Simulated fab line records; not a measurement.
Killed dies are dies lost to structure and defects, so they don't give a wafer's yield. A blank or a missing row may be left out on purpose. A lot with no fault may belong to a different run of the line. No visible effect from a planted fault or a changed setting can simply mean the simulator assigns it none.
fab line records    flow nand-harc
record lots=12  wafers=36  last-day=24
route steps=1159 shown P_GATE@132 P_CONTACT@240 P_M0@283
lots with no fault: from the same line, run without faults
start-h: hours from the record's first day to the start of the lot's first wafer shown    wait-h: hours since the lot's step before    " the same as in the row above    L1.1+2: one row covering several wafers at once    - value missing, or start not given    * or withheld: withheld    < > ~ a bound
route shown NAME@n: a module of which the file shows steps, and the number in the route of the first    usual: mean/standard deviation of fault-free wafers    same: alike in all rows    chamber/n: place in a boat    sites: per-site readings    _std_site: their standard deviation    _edge_site: outer sites' mean less inner sites'    radius-mm: for every site, how far away it sits from the centre of the wafer    mask NAME#n: copy n    behind: tool/chamber where the wafer was last shaped    hold: what put the lot on hold/how long, in hours/how the hold closed    device: transistor that didn't switch, given as n, p or np    end of line: the tests these same wafers got at the end of their route    for a step that has no rows: nothing shown but its recipe    killed: not the wafer's yield, but the dies lost to structure and defects at the first sort    map: the dies of a wafer, with x for killed, . for not killed, _ for no die there
set.NAME: the setting that was run; set.NAME@STEP: the one run at that earlier step    model.NAME: the simulator's own value behind a step, which no gauge read
one table for each step of the route and one row for each wafer, over a sample of lots
services: from which hour (start-h, from the record's first day; less than 0 if before it) a tool's chamber was out of use, for how many hours, and why
## steps
# step NHARC_P_GATE_DEP_103
# recipe target-thk-a=300  target-thk-nm=30  temp-c=400  flow-sccm=200  rf-w=350  material=SiON
# usual heater-power-w=753/94
lot.wafer  tool      chamber  start-h  wait-h  heater-power-w
L777.2     pecvd-03  2        84.94    0.4     826
L777.6     "         2        "        "       806
L777.5     "         1        "        "       823
L778.3     pecvd-01  0        85.01    0.4     811
L778.4     "         2        "        "       663
L778.5     "         0        "        "       804
L780.1     pecvd-01  1        99.87    0.6     722
L780.3     "         0        "        "       682
L780.4     "         2        "        "       745
L779.2     pecvd-03  1        99.89    0.5     847
L779.1     "         0        "        "       554
L779.5     "         0        "        "       545
L782.2     pecvd-02  1        114.73   0.6     751
L782.6     "         2        "        "       968
L782.5     "         0        "        "       795
L783.3     pecvd-02  0        122.16   0.4     751
L783.4     "         1        "        "       758
L783.5     "         0        "        "       767
L784.1     pecvd-03  0        134.00   0.6     590
L784.4     "         1        "        "       827
L784.5     "         2        "        "       846
L786.2     pecvd-01  0        139.99   0.5     800
L786.1     "         2        "        "       729
L786.6     "         0        "        "       793
L787.2     pecvd-03  0        153.07   0.5     600
L787.5     "         2        "        "       749
L787.4     "         1        "        "       847
L789.2     pecvd-01  1        167.97   0.5     685
L789.5     "         0        "        "       679
L789.6     "         1        "        "       686
L788.1     pecvd-03  0        168.66   0.6     571
L788.4     "         2        "        "       777
L788.6     "         0        "        "       582
L798.2     pecvd-03  2        208.67   0.6     791
L798.3     "         0        "        "       661
L798.6     "         2        "        "       820
# step NHARC_P_CONTACT_ETCH_31
# recipe target-depth-a=300  time-s=85.7  ion-energy-ev=120  over-etch-frac=1  ch3f-flow-sccm=50  o2-flow-sccm=30  ar-flow-sccm=200  rf-w=500  bias-w=100  chemistry=CH3F/O2
# usual ch3f-flow-sccm=50.02/0.17  drypump-motor-current-A=5.5/0.43  oes-product-au=0.981/0.012  rf-vpp-V=244.1/2  run-length-s=107.1/0.45  showerhead-plenum-p-Torr=2.45/0.12  throttle-valve-pct=20.664/0.0087
lot.wafer  tool         chamber  start-h  wait-h  ch3f-flow-sccm  drypump-motor-current-A  oes-product-au  rf-hours-counter-h  rf-vpp-V  run-length-s  showerhead-plenum-p-Torr  throttle-valve-pct
L777.2     rie-diel-11  3        108.17   -       49.93           5.3                      0.977           8                   247.3     107.0         2.59                      20.678
L777.5     "            3        "        "       50.09           5.4                      0.973           -                   245.2     107.3         2.59                      20.676
L777.6     "            0        "        "       50.08           5.9                      0.988           -                   246.7     106.9         2.57                      20.661
L778.3     rie-diel-08  0        108.81   -       49.85           4.8                      0.966           17                  241.3     107.3         2.29                      20.664
L778.4     "            1        "        "       50.32           5.8                      0.963           17                  241.8     106.9         2.33                      20.642
L778.5     "            3        "        "       49.96           5.1                      0.971           -                   242.3     107.6         2.33                      20.675
L780.3     rie-diel-08  3        121.67   -       50.10           5.1                      0.983           19                  243.1     107.8         2.32                      20.677
L780.1     "            1        "        "       49.63           5.8                      0.975           18                  243.5     106.9         2.32                      20.667
L780.4     "            2        "        "       50.26           5.5                      0.971           17                  246.1     106.6         2.57                      20.670
L779.1     rie-diel-11  0        122.16   -       50.23           5.9                      0.964           9                   245.8     107.3         2.57                      20.661
L779.2     "            3        "        "       50.08           5.3                      0.959           9                   245.9     107.3         2.59                      20.664
L779.5     "            1        "        "       49.87           5.3                      0.965           -                   246.7     106.6         2.57                      20.659
L782.2     rie-diel-11  0        136.19   -       50.23           5.9                      0.989           10                  245.3     106.8         2.57                      20.661
L782.6     "            3        "        "       49.97           5.3                      0.980           -                   245.9     107.2         2.59                      20.669
L782.5     "            0        "        "       50.06           5.9                      0.991           -                   243.6     106.9         2.57                      20.666
L783.4     rie-diel-08  0        143.62   -       49.75           4.8                      0.982           0                   241.7     107.8         2.29                      20.661
L783.3     "            1        "        "       50.18           5.8                      0.983           0                   240.5     107.2         2.32                      20.656
L783.5     "            3        "        "       49.66           5.2                      0.971           -                   242.7     107.2         2.32                      20.662
L784.1     rie-diel-08  2        156.08   -       50.06           5.5                      0.985           1                   245.1     106.8         2.57                      20.671
L784.4     "            3        "        "       50.09           5.1                      0.982           2                   243.2     107.5         2.32                      20.657
L784.5     "            0        "        "       49.81           4.8                      0.985           -                   241.3     107.5         2.29                      20.657
L786.1     rie-diel-11  0        165.19   -       50.18           5.9                      0.970           13                  245.8     106.7         2.57                      20.664
L786.2     "            1        "        "       50.10           5.3                      0.967           13                  244.8     106.5         2.57                      20.669
L786.6     "            0        "        "       50.28           5.9                      0.966           -                   247.2     107.0         2.57                      20.655
L787.2     rie-diel-08  1        175.06   -       50.01           5.8                      0.991           3                   242.0     107.1         2.32                      20.670
L787.4     "            1        "        "       50.25           5.9                      0.996           -                   242.1     106.9         2.32                      20.675
L787.5     "            0        "        "       50.00           4.9                      0.986           -                   241.5     107.7         2.29                      20.667
L788.4     rie-diel-08  2        191.11   -       50.33           5.5                      0.996           5                   246.8     106.7         2.57                      20.664
L788.1     "            3        "        "       49.96           5.1                      0.978           4                   241.8     107.3         2.32                      20.659
L788.6     "            1        "        "       49.97           5.8                      0.983           -                   243.1     106.9         2.32                      20.660
L789.2     rie-diel-08  2        192.42   -       50.14           5.5                      0.991           6                   246.0     106.3         2.57                      20.649
L789.5     "            3        "        "       49.88           5.1                      1.000           -                   239.5     108.0         2.32                      20.677
L789.6     "            0        "        "       49.93           4.9                      0.978           -                   242.4     107.5         2.29                      20.667
L798.2     rie-diel-11  2        230.72   -       50.20           6.2                      0.987           3                   245.8     106.8         2.49                      20.648
L798.3     "            0        "        "       49.92           5.9                      0.984           3                   246.0     64.8          2.57                      20.650
L798.6     "            2        "        "       50.09           6.2                      0.989           -                   243.6     106.6         2.49                      20.665
# step NHARC_P_CONTACT_CVD_23
# recipe target-thk-a=2000  temp-c=300  pressure-torr=40  wf6-flow-sccm=40  h2-flow-sccm=1600  ar-flow-sccm=1560  time-s=557  material=W
# usual chamber-pressure-Torr=39.99/0.086  heater-power-w=486/50  mfc-h2-sccm=1599/5.5  throttle-valve-pct=7.81/0.19
lot.wafer  tool      chamber  start-h  wait-h  chamber-pressure-Torr  heater-power-w  mfc-h2-sccm  throttle-valve-pct
L777.2     cvd-w-02  1        -        -       39.98                  494             1596         7.70
L777.5     "         1        "        "       39.93                  484             1597         7.88
L777.6     "         0        "        "       40.07                  558             1591         8.17
L778.4     cvd-w-02  1        -        -       40.09                  481             1597         7.86
L778.3     "         0        "        "       39.86                  554             1603         8.03
L778.5     "         1        "        "       39.97                  487             1595         7.90
L780.1     cvd-w-02  1        -        -       39.97                  482             1601         8.07
L780.4     "         1        "        "       40.14                  488             1600         7.73
L780.3     "         0        "        "       39.99                  548             1604         7.83
L779.1     cvd-w-02  1        -        -       39.98                  498             1595         8.17
L779.2     "         0        "        "       39.94                  540             1602         7.88
L779.5     "         1        "        "       39.93                  489             1601         7.85
L782.2     cvd-w-02  1        -        -       39.97                  478             1592         7.75
L782.6     "         1        "        "       39.85                  496             1594         7.83
L782.5     "         0        "        "       39.99                  563             1600         8.03
L783.3     cvd-w-02  1        -        -       40.00                  495             1595         7.95
L783.4     "         0        "        "       40.00                  557             1601         8.33
L783.5     "         1        "        "       40.11                  482             1605         8.29
L784.1     cvd-w-02  0        -        -       40.12                  565             1593         8.03
L784.4     "         0        "        "       39.95                  545             1599         8.01
L784.5     "         1        "        "       40.06                  502             1601         7.92
L786.1     cvd-w-01  1        -        -       39.95                  464             1591         7.86
L786.2     "         0        "        "       39.92                  400             1603         7.81
L786.6     "         0        "        "       40.12                  401             1600         7.67
L787.2     cvd-w-01  0        178.12   -       39.97                  406             1589         7.42
L787.4     "         0        "        "       39.99                  394             1602         7.64
L787.5     "         1        "        "       39.92                  469             1602         7.44
L788.1     cvd-w-01  0        -        -       39.93                  408             1601         7.70
L788.4     "         1        "        "       39.97                  458             1592         7.70
L788.6     "         0        "        "       39.91                  403             1600         7.68
L789.2     cvd-w-02  1        -        -       40.02                  481             1596         7.89
L789.6     "         1        "        "       39.91                  484             1598         7.84
L789.5     "         0        "        "       39.97                  557             1600         7.99
L798.2     cvd-w-02  1        -        -       40.00                  491             1596         7.68
L798.3     "         0        "        "       39.96                  540             1597         8.02
L798.6     "         1        "        "       39.83                  491             1598         7.75
# step NHARC_P_M0_PRE_CLEAN_31
# recipe time-s=12  temp-c=370  rf-power-w=300  gas=NH3
# usual heater-power-w=634/61
lot.wafer  tool      chamber  start-h  wait-h  heater-power-w
L777.2     pecvd-01  2        117.78   0.1     617
L777.5     "         0        "        "       635
L777.6     "         1        "        "       689
L778.3     pecvd-01  2        118.39   0.1     609
L778.5     "         2        "        "       610
L778.4     "         0        "        "       560
L780.3     pecvd-03  0        136.88   0.1     550
L780.1     "         2        "        "       712
L780.4     "         1        "        "       637
L779.1     pecvd-03  1        137.81   0.1     718
L779.2     "         0        "        "       580
L779.5     "         0        "        "       575
L782.2     pecvd-03  1        150.83   0.1     644
L782.5     "         1        "        "       632
L782.6     "         2        "        "       680
L783.3     pecvd-03  0        151.22   0.1     581
L783.5     "         0        "        "       578
L783.4     "         2        "        "       697
L784.1     pecvd-03  1        162.86   0.3     662
L784.4     "         0        "        "       537
L784.5     "         2        "        "       634
L786.1     pecvd-01  1        177.17   0.1     693
L786.2     "         2        "        "       636
L786.6     "         1        "        "       692
L787.2     pecvd-03  2        182.71   0.1     706
L787.5     "         0        "        "       567
L787.4     "         1        "        "       718
L788.1     pecvd-03  0        197.26   0.1     515
L788.4     "         1        "        "       694
L788.6     "         0        "        "       515
L789.2     pecvd-01  1        198.46   0.1     659
L789.5     "         0        "        "       613
L789.6     "         1        "        "       670
L798.3     pecvd-03  1        238.85   0.1     742
L798.2     "         2        "        "       712
L798.6     "         2        "        "       705
## services
tool         chamber  start-h  hours  kind
cvd-w-01     -        67.09    2.3    repair
cvd-w-02     1        78.71    18.1   repair
rie-diel-08  0        84.62    4.7    repair
pecvd-01     2        86.25    6.5    repair
cvd-w-01     -        109.95   1.6    repair
pecvd-03     -        111.00   13.0   pm
pecvd-03     0        111.00   13.0   vent-cycle
pecvd-03     1        111.00   13.0   vent-cycle
pecvd-03     2        111.00   13.0   vent-cycle
cvd-w-01     -        112.34   13.0   pm
pecvd-03     0        124.00   -      clean
pecvd-03     1        124.00   -      clean
pecvd-03     2        124.00   -      clean
rie-diel-08  -        124.80   9.0    pm
cvd-w-01     0        125.56   15.3   repair
pecvd-02     -        153.16   13.0   pm
rie-diel-08  3        169.80   7.6    repair
pecvd-02     -        171.64   1.1    repair
pecvd-01     2        188.40   30.7   repair
rie-diel-11  -        189.52   9.0    pm
cvd-w-02     -        195.00   13.0   pm
cvd-w-01     0        233.39   11.6   repair
pecvd-02     -        233.64   2.6    repair
pecvd-01     -        237.31   13.0   pm
## key
first-sign step=NHARC_P_CONTACT_ETCH_31  reading=run-length-s  direction=down  sigmas=95  usual=*  struck=*
effect none on later readings
met-at NHARC_P_CONTACT_ETCH_31
struck-lots L798
struck-wafers L798.3
tester-left-out L798
not-acting-at NHARC_P_GATE_DEP_103,NHARC_P_CONTACT_CVD_23,NHARC_P_M0_PRE_CLEAN_31
onset-between 165.19 230.72
fault kind=process-parameter-drift  tool=rie-diel-11  chamber=0  onset-h=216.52  steps=NHARC_P_CONTACT_ETCH_31  channel=time-s  offset=*  shape=step  end-h=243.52  acts-in=*  stated=*
# tester-left-out: of these lots the tester's yield and bins aren't shown, on N5 and GAA mostly nor the transistor test; their killed dies are dies lost to structure and defects alone, not to doping, threshold or leakage, so they don't give the yield
